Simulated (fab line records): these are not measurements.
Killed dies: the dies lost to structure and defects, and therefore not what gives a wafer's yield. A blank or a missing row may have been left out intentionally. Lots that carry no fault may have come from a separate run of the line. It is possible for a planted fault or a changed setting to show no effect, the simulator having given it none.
Matching of chambers | flow n5 finfet | 4 sister chambers for N5_SDB_STRIP_21 on rie diel-02
The step strips in CF4. 4 wafers are shown with their chamber, then 7 later ones without.

== WAFERS, EACH WITH ITS CHAMBER ==
wafer  | chamber | showerhead plenum p Torr (Torr)
L086.5 | 1       | 1.87
L088.4 | 3       | 1.78
L089.1 | 0       | 1.80
L089.2 | 2       | 1.78

== WAFERS MISSING THEIR CHAMBER ==
wafer  | showerhead plenum p Torr (Torr)
L089.6 | 1.78
L091.2 | 1.80
L091.3 | 1.86
L091.6 | 1.86
L096.2 | 1.86
L096.5 | 1.79
L096.6 | 1.78

== WHICH CHAMBER EACH ONE RAN IN ==
wafer  | from the rows above          | in truth
L089.6 | can't be placed: 2 or 3      | 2
L091.2 | 0                            | 0
L091.3 | 1                            | 1
L091.6 | 1                            | 1
L096.2 | 1                            | 1
L096.5 | can't be placed: 0 or 2 or 3 | 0
L096.6 | can't be placed: 2 or 3      | 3
Correctly placed: 4 of 7. Cannot be placed on the basis of these rows: 3; the candidates contain the true chamber in 3. Wrongly placed: 0.
How it was worked out, from the rows above alone: a wafer's distance from a chamber is the root of the sum, over the readings, of the square of ((its reading less the chamber's mean) divided by the reading's scatter). If the next closest chamber is less than 2 further off than the closest, the wafer can't be placed; otherwise it belongs to the closest. Each chamber's mean is taken over the wafers shown for it. The scatter (one wafer shown for each chamber): square how far every hidden wafer sits from the nearest shown wafer, average those squares and take the square root.
